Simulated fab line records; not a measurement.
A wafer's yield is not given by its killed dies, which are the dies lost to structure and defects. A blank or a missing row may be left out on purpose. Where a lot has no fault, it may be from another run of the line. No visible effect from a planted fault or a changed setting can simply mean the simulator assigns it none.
Chamber matching -- flow n5-finfet -- N5_BEOL_M2_ETCH_77 on rie-diel-04 has 4 sister chambers
The step etches underlayer in N2/H2, target depth 6.5 nm, time 5.2 s. 4 wafers are shown with their chamber, then 8 later ones without.

== WAFERS PAIRED WITH THEIR CHAMBERS ==
wafer,chamber,drypump-motor-current-A (A)
L086.1,0,5.5
L090.1,2,5.8
L090.3,3,5.7
L092.1,1,6.1

== WAFERS MISSING THEIR CHAMBER ==
wafer,drypump-motor-current-A (A)
L092.4,5.7
L092.6,5.5
L094.1,5.9
L094.2,5.7
L094.5,6.1
L096.2,5.5
L096.4,5.9
L096.6,5.9

== CHAMBER TAKEN BY EACH ==
wafer,from the rows above,in truth
L092.4,can't be placed: 3 or 2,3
L092.6,0,0
L094.1,can't be placed: 2 or 1 or 3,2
L094.2,can't be placed: 3 or 2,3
L094.5,1,1
L096.2,0,0
L096.4,can't be placed: 2 or 1 or 3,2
L096.6,can't be placed: 2 or 1 or 3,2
Correct placement for 3 of the 8. From these rows, 5 cannot be placed; in 5 the true chamber is one of the candidates. Number placed wrongly: 0.
How it was worked out, from the rows above alone: a wafer's distance from a chamber is the root of the sum, over the readings, of the square of ((its reading less the chamber's mean) divided by the reading's scatter). The wafer belongs to the nearest chamber; if the next one is less than 2 further off, it can't be placed. The mean given for a chamber averages the wafers shown for that chamber. The scatter: with one shown wafer a chamber, the root of the mean of the squares of how far each hidden wafer lies from its nearest shown one.
